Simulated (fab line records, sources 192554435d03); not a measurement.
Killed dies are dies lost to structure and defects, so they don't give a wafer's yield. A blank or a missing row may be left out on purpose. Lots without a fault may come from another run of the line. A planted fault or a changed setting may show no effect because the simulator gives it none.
One fault seen from 2 desks | flow n5_finfet | each desk has only its own numbers; what lay behind them comes last

THE TOOL OWNER'S DESK: rie_diel-06
The tool's own readings at N5_GATE_CUT_ETCH_37 (etches SOC in N2/H2, target depth 60 nm, overetch 12 nm, time 90 s): means of the sampled wafers that have a number, for each lot that ran on this tool. A lot is out of limits, marked OUT, if its mean lies more than 4 standard deviations from the usual mean; the brackets give that distance.
Columns: A = drypump_motor_current_A at N5_GATE_CUT_ETCH_37, usual 5.7 A; B = oes_product_au at N5_GATE_CUT_ETCH_37, usual 0.70 a.u.; C = rf_vpp_V at N5_GATE_CUT_ETCH_37, usual 523.8 V; D = showerhead_plenum_p_Torr at N5_GATE_CUT_ETCH_37, usual 2.53 Torr; E = throttle_valve_pct at N5_GATE_CUT_ETCH_37, usual 17.87 %
lot  | first seen here | A   | B    | C     | D    | E
L226 | day 4 22:02     | 5.6 | 0.68 | 523.6 | 2.51 | 17.92
L229 | day 5 15:17     | 5.6 | 0.68 | 522.5 | 2.51 | 17.94
L238 | day 8 02:08     | 5.8 | 0.69 | 525.1 | 2.60 | 18.02
L240 | day 8 15:37     | 5.7 | 0.72 | 522.8 | 2.50 | 17.91
This desk's finding: nothing out of limits on any of the 4 lots.

THE METROLOGY DESK
What the gauges read, lot by lot, whatever tool the lot ran on: means of the sampled wafers that have a number. A lot is out of limits, marked OUT, if its mean lies more than 4 standard deviations from the usual mean; the brackets give that distance. Of its 11 readings 7 are shown: those that lie furthest out on some lot.
Columns: A = cd_nm at N5_GATE_CUT_CD_MEAS_13, usual 19.96 nm; B = IOFF_P at N5_BEOL_M4_RC_MEAS_101, usual 0.22 nA/um; C = ION_P at N5_BEOL_M4_RC_MEAS_101, usual 464 uA/um; D = SS_N at N5_BEOL_M4_RC_MEAS_101, usual 71.5 mV/dec; E = SS_P at N5_BEOL_M4_RC_MEAS_101, usual 73.3 mV/dec; F = VT_N at N5_BEOL_M4_RC_MEAS_101, usual 249.3 mV; G = VT_P at N5_BEOL_M4_RC_MEAS_101, usual -250 mV
lot  | first seen here | A     | B    | C   | D    | E    | F     | G
L226 | day 4 21:50     | 19.87 | 0.24 | 472 | 71.8 | 73.2 | 247.4 | -247
L229 | day 5 15:05     | 19.94 | 0.21 | 464 | 71.4 | 74.3 | 246.8 | -251
L238 | day 8 01:56     | 20.10 | 0.21 | 461 | 72.1 | 72.7 | 248.3 | -249
L239 | day 8 07:23     | 19.65 | 0.18 | 457 | 71.2 | 73.1 | 251.4 | -254
L240 | day 8 15:25     | 19.94 | -    | -   | -    | -    | -     | -
L245 | day 9 17:20     | 20.16 | 0.20 | 463 | 71.2 | 72.9 | 251.8 | -253
L247 | day 10 06:23    | 19.77 | 0.26 | 466 | 71.8 | 73.8 | 245.9 | -246
This desk's finding: nothing out of limits on any of the 7 lots.

PUT TOGETHER
The tool owner's desk saw nothing out of limits.
The metrology desk saw nothing out of limits.

WHAT THE SIMULATOR HAD PUT IN
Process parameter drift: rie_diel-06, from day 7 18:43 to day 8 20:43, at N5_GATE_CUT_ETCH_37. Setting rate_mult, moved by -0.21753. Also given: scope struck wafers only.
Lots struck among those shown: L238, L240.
